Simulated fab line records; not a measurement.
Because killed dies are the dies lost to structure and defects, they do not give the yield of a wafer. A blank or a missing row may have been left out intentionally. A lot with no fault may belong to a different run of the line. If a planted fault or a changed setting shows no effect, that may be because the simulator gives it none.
8D (eight disciplines) problem report, filled in by code | flow n5-finfet | the parts of the form that need people (team, actions taken, sign-off) are left out

## 1. THE ISSUE
Across 4 wafers from 3 lots, M8_ILD_THK at N5_BEOL_M8_THK_MEAS_01 averages 238.8 nm, while fault-free wafers read 154.4 nm with a standard deviation of 1.9. Measured from the usual mean, that is +44 standard deviations.
Earliest sighting: wafer L228.1 on film-metro-01 at day 14 04:50. The record holds 26 wafers of 10 lots with a number at this step. The rule behind "out" and "out of limits": a value lying over 4 standard deviations away from the usual mean. All remaining wafers that have a number are taken as sound.

## 2. WHAT THIS IS AND IS NOT
question                    | is                             | is not
which readings at this step | M8_ILD_THK                     | -
which lots                  | L228, L232, L233               | L213, L214, L216, L217, L219, L220, L222
which wafers of those lots  | L228.1, L232.1, L232.5, L233.1 | L228.4, L233.2, L233.6
read on which gauges        | film-metro-01                  | film-metro-02
when                        | from day 14 04:50              | up to then (20 sound wafers); but 2 sound wafers of L233 came after

## 3. THE SUSPECTS, EACH WITH WHAT RULES IT OUT
Counting: any tool at a process step up to the reading remains a suspect provided it ran every lot that is out. Sound lots after the first of them don't rule it out here, since some wafers of a struck lot are sound.
- ruled out: the gauge at N5_BEOL_M8_THK_MEAS_01. All the wafers that are out were read on film-metro-01, but those of them that N5_PASSIVATION_PROBE_49 has rows for are out there too, on other tools.
- pecvd-02 at N5_BEOL_M8_ILD_DEP_00 (deposits SiCOH lowk from DEMS/porogen, target thk 179.75 nm, time 33.4 s): kept. Every lot that is out went through it, the first being L228 (day 14 04:16); the last sound lot it ran before that was L217 (day 10 10:13).
Left after counting: pecvd-02 at N5_BEOL_M8_ILD_DEP_00.

## 4. THE CAUSE (what the simulator had put in)
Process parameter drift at N5_BEOL_M8_ILD_DEP_00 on pecvd-02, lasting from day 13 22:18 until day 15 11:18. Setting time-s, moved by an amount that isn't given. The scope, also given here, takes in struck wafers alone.
The count eliminated every tool but this one.

## 5. SEQUENCE OF EFFECTS, ordered by route
One row per reading whose mean, taken over the struck wafers that have a number, lies over 3 standard deviations from the usual. Readings are gone through only where the record gives a usual standard deviation; hours: the median, over the lots, of the time from a lot's start at the first step in this table giving one to that lot's start at this step; sigmas: the change measured in usual standard deviations.
hours | step                    | reading              | usual    | on struck wafers | change | sigmas
0     | N5_BEOL_M8_THK_MEAS_01  | M8_ILD_THK           | 154.4 nm | 238.8            | +84.4  | +44
73    | N5_PASSIVATION_PROBE_49 | defect-limited-yield | 91.5 %   | 0.0              | -91.5  | -57
73    | N5_PASSIVATION_PROBE_49 | killed_at_M4_up      | 13       | 1092             | +1079  | +99 or more
73    | N5_PASSIVATION_PROBE_49 | killed-dies          | 101      | 1180             | +1079  | +57
73    | N5_PASSIVATION_PROBE_49 | killed-on-rim        | 13       | 152              | +139   | +35
73    | N5_PASSIVATION_PROBE_49 | sort_bin_5_function  | 5.0 %    | 96.7             | +91.7  | +92
73    | N5_PASSIVATION_PROBE_49 | sort-n-pass          | 1079     | 0                | -1079  | -57
73    | N5_PASSIVATION_PROBE_49 | sort-yield-pct       | 91.5 %   | 0.0              | -91.5  | -57
Process steps it contains:
- N5_PASSIVATION_PROBE_49
Later measuring or inspecting steps at which every struck wafer that the step has a row for has a number for every such reading, and none has moved that far: N5_BEOL_M8_OVL_MEAS_12.

## 6. HOW IT WOULD HAVE BEEN CAUGHT EARLIER
The first out-of-limits reading at a measuring or inspecting step in this record came at day 14 04:50, 7 hours after the fault's start at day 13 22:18.
An alarm limit of 4 standard deviations would not have fired on the tool readings at N5_BEOL_M8_ILD_DEP_00 for which the record gives a usual standard deviation, since none of them was out on any struck wafer.
L232, L233, from the lots that are out (3), started N5_BEOL_M8_ILD_DEP_00 on pecvd-02 later than day 14 04:50. A hold on the tool at that time would have spared those 2.
